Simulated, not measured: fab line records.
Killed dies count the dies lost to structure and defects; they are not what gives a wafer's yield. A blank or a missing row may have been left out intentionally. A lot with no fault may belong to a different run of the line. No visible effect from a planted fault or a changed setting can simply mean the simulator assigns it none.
Matching of chambers -- flow n5_finfet -- N5_BEOL_M6_CURE_75 on uv_cure-02 has 3 sister chambers
The step cures SiCOH lowk, time 120 s. 6 wafers are shown with their chamber, then 9 later ones without.

== WAFERS PAIRED WITH THEIR CHAMBERS ==
wafer,chamber,wafer_temp_C_max,lamp_power_pct (%)
L082.3,2,372.0,52.29
L082.5,2,372.8,52.32
L083.4,1,371.7,52.33
L083.5,1,372.6,52.26
L090.3,0,371.7,52.38
L090.6,0,370.9,52.35

== WAFERS WITHOUT THEIR CHAMBER ==
wafer,wafer_temp_C_max,lamp_power_pct (%)
L092.1,371.5,52.34
L092.2,372.1,52.24
L092.6,372.1,52.35
L094.1,372.2,52.30
L094.2,373.2,52.35
L094.3,373.0,52.29
L097.1,373.4,52.27
L097.2,371.6,52.24
L097.5,373.3,52.27

== THE CHAMBER EACH PASSED THROUGH ==
wafer,from the rows above,in truth
L092.1,can't be placed: 0 or 1 or 2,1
L092.2,can't be placed: 1 or 2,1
L092.6,can't be placed: 0 or 2 or 1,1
L094.1,can't be placed: 1 or 2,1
L094.2,can't be placed: 2 or 1 or 0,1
L094.3,can't be placed: 2 or 1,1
L097.1,can't be placed: 2 or 1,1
L097.2,can't be placed: 1 or 2 or 0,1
L097.5,can't be placed: 2 or 1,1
0 of 9 placed correctly. Cannot be placed on the basis of these rows: 9; the candidates contain the true chamber in 9. Wrongly placed: 0.
How it was worked out, from the rows above alone: a wafer's distance from a chamber is the root of the sum, over the readings, of the square of ((its reading less the chamber's mean) divided by the reading's scatter). If the next closest chamber is less than 2 further off than the closest, the wafer can't be placed; otherwise it belongs to the closest. Each chamber's mean is taken over the wafers shown for it. The scatter: take each reading less its chamber's mean, square it, sum over the shown wafers, divide by the number of wafers less the number of chambers, and take the root.
